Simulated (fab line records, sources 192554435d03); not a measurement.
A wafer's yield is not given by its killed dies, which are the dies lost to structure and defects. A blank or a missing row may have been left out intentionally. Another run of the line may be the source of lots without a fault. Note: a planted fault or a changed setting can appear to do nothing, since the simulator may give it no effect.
Split-lot experiment | flow n5Finfet | on a route of 1938 steps: 7 lots, 21 wafers read

## ON THE SPLIT
At N5_BEOL_M6_HM_DEP_02 (deposits TiN, target thk 20 nm), the setting targetThkA was moved away from the recipe's 200 angstrom on 5 of the 21 wafers read, by -7.2% to +11.3%. This setting was run at the recipe's value on the other wafers.

## FROM THE SPLIT TO THE READING: what the file shows between them, 9 steps
- N5_BEOL_M6_EXPOSE_08: exposes mask M6 (also split here: doseMj)
- N5_BEOL_M6_PEB_09: peb time 60 s
- N5_BEOL_M6_DEVELOP_10: develop time 30 s
- N5_BEOL_M6_CD_MEAS_11: target cd 38.5 nm
- N5_BEOL_M6_DESCUM_16: chemistry O2, time 7.9 s
- N5_BEOL_M6_ETCH_61: etches SiARC in CF4, target depth 45.5 nm, time 75.8 s
- N5_BEOL_M6_ETCH_62: etches SOC in N2/H2, target depth 110 nm, overetch 22 nm, time 165 s
- N5_BEOL_M6_STRIP_68: strips in N2/H2
- N5_BEOL_M6_STRIP_67: strips in CF4

## THE READING
etch.depthNm (the simulator's own value, which no gauge read), in nm, at N5_BEOL_M6_HM_OPEN_17 (chemistry Cl2/BCl3, target TiN, target depth 20 nm, overetch 6 nm). The file gives no usual value for it. The 16 wafers here that ran the recipe average 19.93 nm, standard deviation 0.21 nm.

wafer  | tool, chamber at the split | targetThkA as run, angstrom | against the recipe | etch.depthNm, nm | against lot-mates on the recipe
L078.1 | pvdSputter-03, -           | 200                         | recipe             | 19.86            | -
L078.3 | pvdSputter-03, -           | 200                         | recipe             | 19.68            | -
L078.4 | pvdSputter-03, -           | 200                         | recipe             | 19.62            | -
L081.3 | pvdSputter-01, -           | 200                         | recipe             | 20.13            | -
L081.4 | pvdSputter-01, -           | 200                         | recipe             | 19.72            | -
L081.6 | pvdSputter-01, -           | 200                         | recipe             | 19.56            | -
L083.2 | pvdSputter-02, -           | 185.7                       | -7.2%              | 18.37            | -1.70
L083.3 | pvdSputter-02, -           | 200                         | recipe             | 20.08            | -
L083.4 | pvdSputter-02, -           | 200                         | recipe             | 20.07            | -
L084.1 | pvdSputter-02, -           | 200                         | recipe             | 19.86            | -
L084.4 | pvdSputter-02, -           | 222.7                       | +11.3%             | 22.05            | +2.19
L084.5 | pvdSputter-02, -           | 222.7                       | +11.3%             | 22.17            | +2.31
L085.2 | pvdSputter-01, -           | 200                         | recipe             | 19.92            | -
L085.4 | pvdSputter-01, -           | 200                         | recipe             | 20.35            | -
L085.5 | pvdSputter-01, -           | 200                         | recipe             | 20.09            | -
L095.1 | pvdSputter-02, -           | 221.2                       | +10.6%             | 22.2             | +2.12
L095.4 | pvdSputter-02, -           | 200                         | recipe             | 20.06            | -
L095.6 | pvdSputter-02, -           | 200                         | recipe             | 20.09            | -
L097.1 | pvdSputter-01, -           | 200                         | recipe             | 19.83            | -
L097.2 | pvdSputter-01, -           | 188.6                       | -5.7%              | 19.35            | -0.53
L097.4 | pvdSputter-01, -           | 200                         | recipe             | 19.94            | -

FIT RESULTS
A straight line over all 21 wafers: etch.depthNm changes by +0.193 nm for each +1% of targetThkA; r = +0.97; the points scatter about the line by 0.23 nm.
The same after taking each lot's own level away (the mean of its wafers on the recipe; 21 wafers): +0.195 nm for each +1%; r = +0.98; scatter 0.2 nm.
On that fit, the largest move of targetThkA shifts the reading by 2.2 nm.
The lots' own levels span 19.720 to 20.120 nm, that is 1.9 times the standard deviation above.
So the lot-to-lot level changes the slope little: the two slopes agree.
Check: for one of the wafers moved furthest among these (+11.3%), held out of the fit, the line's prediction against its lot-mates is +2.25 nm. It came out at +2.19 nm against them.

## THE OTHER SPLITS THESE WAFERS WENT THROUGH
Other splits were also applied to these wafers ahead of the reading. Each is held against what the fit with the lots' levels taken away leaves over:
other split on the same wafers | wafers away from the commonest value | r with etch.depthNm (lot level and that fit taken away)
N5_BEOL_M3_EXPOSE_08 doseMj    | 5                                    | -0.05
N5_BEOL_M5_EXPOSE_08 doseMj    | 6                                    | -0.01
N5_BEOL_M6_EXPOSE_08 doseMj    | 4                                    | -0.27

## THE WHOLE CHAIN: every reading that the file lists as answering this split, in the file's order
step                  | what it does                                                      | reading                                                                         | change (the file's fit)               | r (the file's)
N5_BEOL_M6_HM_DEP_02  | deposits TiN, target thk 20 nm                                    | TiN_of_BEOL_M6_HM_DEP_02.thkNm (the simulator's own value, which no gauge read) | +0.196 nm for each +1% of the setting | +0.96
N5_BEOL_M6_HM_OPEN_17 | chemistry Cl2/BCl3, target TiN, target depth 20 nm, overetch 6 nm | etch.depthNm (the simulator's own value, which no gauge read)                   | +0.195 nm for each +1% of the setting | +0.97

## THE FILE'S OWN FIT
etch.depthNm changes by +0.195 nm for each +1% of targetThkA, r = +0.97.
